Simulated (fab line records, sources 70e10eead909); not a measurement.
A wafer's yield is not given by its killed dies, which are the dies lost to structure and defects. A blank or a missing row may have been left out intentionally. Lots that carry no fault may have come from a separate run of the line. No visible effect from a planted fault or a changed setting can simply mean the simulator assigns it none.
Code-filled problem report in 8D (eight disciplines) form + flow nand_harc + the parts of the form that need people (team, actions taken, sign-off) are left out

1. PROBLEM STATEMENT
heater_power_total_W at NHARC_P_GATE_SOFTBAKE_21 reads a mean of 323.05 W on 2 wafers of 2 lots; wafers without a fault read 188.46 W with a standard deviation of 0.14. So: +99 or more standard deviations from the usual mean.
The step: time 55 s.
Earliest sighting: wafer L991.5 on litho_track-04 at day 9 05:00. Wafers with a number at this step in the record: 37, from 13 lots. By rule, "out" or "out of limits" means more than 4 standard deviations away from the usual mean. Any other wafer with a number is counted as sound.

2. WHAT IT IS; WHAT IT IS NOT
| question                    | is                   | is not                                                                                                   |
|-----------------------------|----------------------|----------------------------------------------------------------------------------------------------------|
| which readings at this step | heater_power_total_W | -                                                                                                        |
| which lots                  | L991, L993           | L100, L101, L102, L103, L981, L983, L984, L985, L986, L998, L999                                         |
| which wafers of those lots  | L991.5, L993.5       | L991.6, L993.6                                                                                           |
| read on which tools         | litho_track-04       | litho_track-01, litho_track-06                                                                           |
| when                        | from day 9 05:00     | up to then (16 sound wafers); but 19 sound wafers of L100, L101, L102, L103, L993, L998, L999 came after |

3. WHAT RULES OUT EACH SUSPECT
Counting: a tool at a process step up to the reading stays a suspect if it ran every lot that is out. Sound lots after the first of them don't rule it out here, since some wafers of a struck lot are sound.
- rie_diel-04 at NHARC_P_ZERO_WELL_DESCUM_39 (chemistry O2, time 3 s): kept. Ran every lot that is out, first one L991 (day 6 04:20); last sound lot up to then L986 (day 4 02:10).
- litho_track-04 at NHARC_P_GATE_SOFTBAKE_21 (time 55 s): kept. Ran every lot that is out, first one L991 (day 9 05:00); last sound lot up to then L986 (day 7 01:00). Its own heater_power_total_W readings are out on those wafers.
- Within rie_diel-04 at NHARC_P_ZERO_WELL_DESCUM_39: the wafers that are out ran in chambers 2, 3; their sound lot-mates ran in chambers 0, 1.
The count leaves litho_track-04 at NHARC_P_GATE_SOFTBAKE_21 and rie_diel-04 at NHARC_P_ZERO_WELL_DESCUM_39.

4. THE CAUSE (what the simulator had put in)
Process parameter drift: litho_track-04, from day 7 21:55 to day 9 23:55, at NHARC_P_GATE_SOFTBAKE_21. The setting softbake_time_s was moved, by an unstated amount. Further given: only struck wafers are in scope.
After counting, 2 suspects remain, this tool included.

5. THE CHAIN OF EFFECTS, in route order
Rows list readings where the struck wafers' mean (over those with a number) sits beyond 3 standard deviations from the usual. Only readings whose record carries a usual standard deviation are examined. hours: median over the lots of the time between each lot's start at the first step of this table that gives one and its start at this step. sigmas: the change, counted in usual standard deviations.
| hours | step                     | reading              | usual    | on struck wafers | change  | sigmas      |
|-------|--------------------------|----------------------|----------|------------------|---------|-------------|
| 0     | NHARC_P_GATE_SOFTBAKE_21 | heater_power_total_W | 188.46 W | 323.05           | +134.59 | +99 or more |
Here are the process steps it includes:
- NHARC_P_GATE_SOFTBAKE_21: time 55 s.

6. HOW IT WOULD HAVE BEEN CAUGHT EARLIER
First out-of-limits reading in this record: day 9 05:00, which is 31 hours after fault onset at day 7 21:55.
